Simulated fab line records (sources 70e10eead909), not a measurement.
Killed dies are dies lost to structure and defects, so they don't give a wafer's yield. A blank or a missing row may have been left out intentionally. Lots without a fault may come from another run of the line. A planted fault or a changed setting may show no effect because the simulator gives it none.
Which tool is to blame?	flow nand harc	Sampling: 11 lots, 33 wafers, 6 of 1159 route steps

WHAT THE GAUGES SHOWED, per wafer
NHARC_A_M1_CD_MEAS_09: the cd target is 120 nm.
lot	measured	on	cd nm (nm)
L743	day 17 19:52	cd sem-02	119.6 119.8 119.8
L749	day 18 23:43	cd sem-02	145.6 145.6 144.9
L748	day 19 00:40	cd sem-01	141.2 140.5 141.3
L750	day 19 11:02	cd sem-01	120.5 120.9 121.0
L755	day 20 18:42	cd sem-02	119.5 119.6 119.3
L758	day 21 18:50	cd sem-02	119.3 118.8 119.0
L762	day 22 08:25	cd sem-01	120.8 120.5 120.9
L759	day 22 09:14	cd sem-02	119.2 119.4 119.4
L760	day 22 14:41	cd sem-01	120.2 119.7 120.7
L763	day 22 19:02	cd sem-01	119.6 120.5 120.0
L766	day 23 13:03	cd sem-01	120.4 120.0 120.5

NHARC_END_SORT_01.
lot	measured	on	defect limited yield (%)	killed at array	killed at other	killed at periphery	killed dies	killed open	killed short	sort_bin_2_pct (%)	sort_bin_3_pct (%)	sort_bin_4_pct (%)	sort n pass	sort rim yield pct (%)	sort yield pct (%)
L743	day 19 07:11	prober-02	97.8 97.9 97.2	12 11 18	0 0 0	3 3 1	15 14 19	3 1 10	2 2 2	0.7 0.4 0.9	0 0.30 0	1.5 1.3 1.9	662 663 658	99.1 98.1 98.1	97.8 97.9 97.2
L749	day 20 12:09	prober-01	96.8 95.7 94.7	16 29 34	0 0 0	6 0 2	22 29 36	3 1 7	1 2 1	0.7 1.3 1.9	0.15 0.15 0	2.4 2.8 3.4	655 648 641	95.3 96.2 99.1	96.8 95.7 94.7
L748	day 20 15:47	prober-02	96.5 96.8 96.5	19 17 19	1 0 0	4 5 5	24 22 24	3 4 4	2 1 1	0.9 1.0 0.3	0 0.30 0.59	2.7 1.9 2.7	653 655 653	99.1 99.1 96.2	96.5 96.8 96.5
L750	day 21 03:38	prober-01	95.7 96.3 95.7	29 24 27	0 1 1	0 0 1	29 25 29	4 2 7	0 4 1	1.3 1.0 1.0	0.15 0.30 0.15	2.8 2.4 3.1	648 652 648	99.1 98.1 99.1	95.7 96.3 95.7
L755	day 22 07:30	prober-02	93.1 91.6 93.6	40 47 30	0 0 0	7 10 13	47 57 43	2 3 2	2 1 0	2.5 3.4 1.9	0.15 0.15 0.44	4.3 4.9 4.0	630 620 634	93.4 96.2 98.1	93.1 91.6 93.6
L758	day 23 07:02	prober-01	96.5 95.4 95.3	20 27 31	1 1 0	3 3 1	24 31 32	3 1 3	3 2 3	1.0 1.2 1.2	0.15 0 0.30	2.4 3.4 3.2	653 646 645	100.0 98.1 97.2	96.5 95.4 95.3
L762	day 23 22:06	prober-02	94.8 95.9 94.5	31 26 28	1 0 5	3 2 4	35 28 37	4 2 5	4 0 2	1.6 1.2 1.5	0 0.30 0.44	3.5 2.7 3.5	642 649 640	90.6 94.3 86.8	94.8 95.9 94.5
L759	day 23 22:07	prober-01	95.6 95.4 95.6	30 30 28	0 1 0	0 0 2	30 31 30	3 4 2	3 2 2	1.6 1.3 2.1	0.15 0.44 0.15	2.7 2.8 2.2	647 646 647	99.1 97.2 100.0	95.6 95.4 95.6
L760	day 24 05:56	prober-01	94.5 94.7 95.1	32 32 30	1 0 1	4 4 2	37 36 33	2 4 6	5 2 0	2.8 2.1 1.3	0 0.15 0	2.7 3.1 3.5	640 641 644	97.2 94.3 98.1	94.5 94.7 95.1
L763	day 24 06:40	prober-02	98.4 97.5 98.1	9 14 11	0 0 0	2 3 2	11 17 13	3 0 3	1 5 0	0.4 0.3 0.6	0.15 0 0.15	1.0 2.2 1.2	666 660 664	97.2 96.2 98.1	98.4 97.5 98.1
L766	day 25 06:12	prober-01	92.0 94.5 93.1	52 36 44	0 0 0	2 1 3	54 37 47	1 0 5	1 1 3	1.8 1.3 2.4	0.44 0.89 0.59	5.8 3.2 4.0	623 640 630	91.5 91.5 97.2	92.0 94.5 93.1

WHAT TOOL EACH LOT RAN ON (gives the tool, then ch and the chambers of the sampled wafers, and finally the start)
lot	NHARC_A_M0_DESCUM_14	NHARC_A_M0_PRE_CLEAN_31	NHARC_A_M0_DEP_32	NHARC_A_M1_EXPOSE_06
L743	rie diel-05 ch 0,1,3, day 17 15:46	pecvd-04 ch 0,1, day 17 18:22	pecvd-04 ch 0,1, day 17 18:29	arfi scanner-03 ch 0, day 17 19:43
L749	rie diel-12 ch 1,2,3, day 18 19:48	pecvd-04 ch 0,1,2, day 18 22:20	pecvd-04 ch 0,1,2, day 18 22:25	arfi scanner-01 ch 0, day 18 23:35
L748	rie diel-05 ch 0,2,3, day 18 20:16	pecvd-03 ch 0,2, day 18 23:04	pecvd-03 ch 0,2, day 18 23:12	arfi scanner-01 ch 0, day 19 00:31
L750	rie diel-01 ch 1,2, day 19 06:47	pecvd-01 ch 0,1, day 19 09:32	pecvd-01 ch 0,1, day 19 09:47	arfi scanner-03 ch 0, day 19 10:53
L755	rie diel-01 ch 0,1,3, day 20 14:16	pecvd-01 ch 0,1,2, day 20 17:24	pecvd-01 ch 0,1,2, day 20 17:29	arfi scanner-02 ch 0, day 20 18:34
L758	rie diel-05 ch 0,3, day 21 14:44	pecvd-03 ch 1,2, day 21 17:30	pecvd-03 ch 1,2, day 21 17:35	arfi scanner-02 ch 0, day 21 18:41
L762	rie diel-01 ch 0,2,3, day 22 04:33	pecvd-03 ch 0,2, day 22 07:05	pecvd-03 ch 0,2, day 22 07:10	arfi scanner-02 ch 0, day 22 08:17
L759	rie diel-05 ch 0,1,3, day 22 05:29	pecvd-04 ch 1,2, day 22 08:04	pecvd-04 ch 1,2, day 22 08:10	arfi scanner-02 ch 0, day 22 09:06
L760	rie diel-05 ch 1,2,3, day 22 10:56	pecvd-04 ch 0,2, day 22 13:31	pecvd-04 ch 0,2, day 22 13:37	arfi scanner-02 ch 0, day 22 14:33
L763	rie diel-01 ch 0,2,3, day 22 15:07	pecvd-04 ch 0,1, day 22 17:44	pecvd-04 ch 0,1, day 22 17:49	arfi scanner-03 ch 0, day 22 18:55
L766	rie diel-05 ch 0,2,3, day 23 08:49	pecvd-04 ch 0,1,2, day 23 11:51	pecvd-04 ch 0,1,2, day 23 11:56	arfi scanner-03 ch 0, day 23 12:55
- NHARC_A_M0_DESCUM_14: chemistry O2, time 3 s.
- NHARC_A_M0_PRE_CLEAN_31: time 12 s.
- NHARC_A_M0_DEP_32: deposits SiCN, target thk 30 nm.
- NHARC_A_M1_EXPOSE_06: exposes mask A M1, target cd 120 nm.

WHAT THE TOOLS THEMSELVES READ (means of the sampled wafers that have a number; where no wafer has one, the mark that the record gives instead)
NHARC_A_M0_DESCUM_14.
lot	tool	drypump motor current A (A)	oes product au (a.u.)	rf vpp V (V)	showerhead plenum p Torr (Torr)	throttle valve pct (%)
L743	rie diel-05	5.9	1.003	58.1	1.98	11.317
L749	rie diel-12	6.3	0.995	58.0	1.98	11.313
L748	rie diel-05	5.4	0.980	57.6	1.95	11.314
L750	rie diel-01	5.3	0.995	57.4	1.92	11.307
L755	rie diel-01	6.4	1.005	57.0	1.94	11.318
L758	rie diel-05	5.5	0.986	57.9	1.99	11.325
L762	rie diel-01	5.9	0.996	57.8	1.90	11.307
L759	rie diel-05	5.9	0.990	57.8	1.97	11.312
L760	rie diel-05	5.5	0.993	57.0	1.93	11.308
L763	rie diel-01	5.9	0.998	57.8	1.90	11.305
L766	rie diel-05	5.4	1.000	57.2	1.94	11.314

NHARC_A_M0_PRE_CLEAN_31.
lot	tool	heater power w (W)
L743	pecvd-04	552
L749	pecvd-04	634
L748	pecvd-03	627
L750	pecvd-01	679
L755	pecvd-01	732
L758	pecvd-03	671
L762	pecvd-03	582
L759	pecvd-04	670
L760	pecvd-04	689
L763	pecvd-04	575
L766	pecvd-04	613

NHARC_A_M0_DEP_32.
lot	tool	heater power w (W)
L743	pecvd-04	533
L749	pecvd-04	556
L748	pecvd-03	568
L750	pecvd-01	641
L755	pecvd-01	580
L758	pecvd-03	634
L762	pecvd-03	538
L759	pecvd-04	547
L760	pecvd-04	643
L763	pecvd-04	547
L766	pecvd-04	550

NHARC_A_M1_EXPOSE_06.
lot	tool	exposure dose mJ cm2
L743	arfi scanner-03	75.01
L749	arfi scanner-01	114.89
L748	arfi scanner-01	107.40
L750	arfi scanner-03	75.06
L755	arfi scanner-02	75.15
L758	arfi scanner-02	75.16
L762	arfi scanner-02	74.97
L759	arfi scanner-02	74.94
L760	arfi scanner-02	75.10
L763	arfi scanner-03	75.03
L766	arfi scanner-03	75.03

THE ANSWER, worked out from the rows above alone
Rule: the usual values come from the lots themselves. Put in order of their means at a reading, lots are off if they are a third of the lots or fewer, leave a main group of 4 or more, and stand apart from it by a gap of 3 or more times the standard deviation of the main group's means; of several such gaps the widest counts. Not used: any main group whose means are identical at the precision the tables above print for the reading. A lot without any number at a reading at which 4 lots or more have one is off too. Any other lot the step has rows for is counted as sound. Order of review: gauges by route order, followed by the tools' own readings, for which a lot's mean as printed above is used. The first step at which some lot is off is used, and at that step the reading that is off furthest; a lot without a number counts as furthest.
Off: L749, L748, at NHARC_A_M1_CD_MEAS_09 (cd nm). The main group: mean 120.0 nm, standard deviation 0.58.
A tool fits if, at a process step before that reading, it ran every lot that is off, and no sound lot after the first of them. The gauges at NHARC_A_M1_CD_MEAS_09 aren't tried: what is off there is off at NHARC_A_M1_EXPOSE_06 too, on other tools, and a gauge's error can't cause that. One fits: NHARC_A_M1_EXPOSE_06 on arfi scanner-01. It ran no sound lot before its first lot that is off in this sample, so the start can't be narrowed down.
The tool's own readings at NHARC_A_M1_EXPOSE_06 bear it out: on the lots that are off they differ by more than 5 times the standard deviation of the sound lots' means. exposure dose mJ cm2 reads 111.15 there against 75.05 on the sound lots.

WHAT THE SIMULATOR HAD INSERTED
Process parameters drifting: arfi scanner-01 at NHARC_A_M1_EXPOSE_06, beginning at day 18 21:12. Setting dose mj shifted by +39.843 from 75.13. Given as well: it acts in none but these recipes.
Shown lots that were struck: L749, L748. The rule given above showed the same thing.
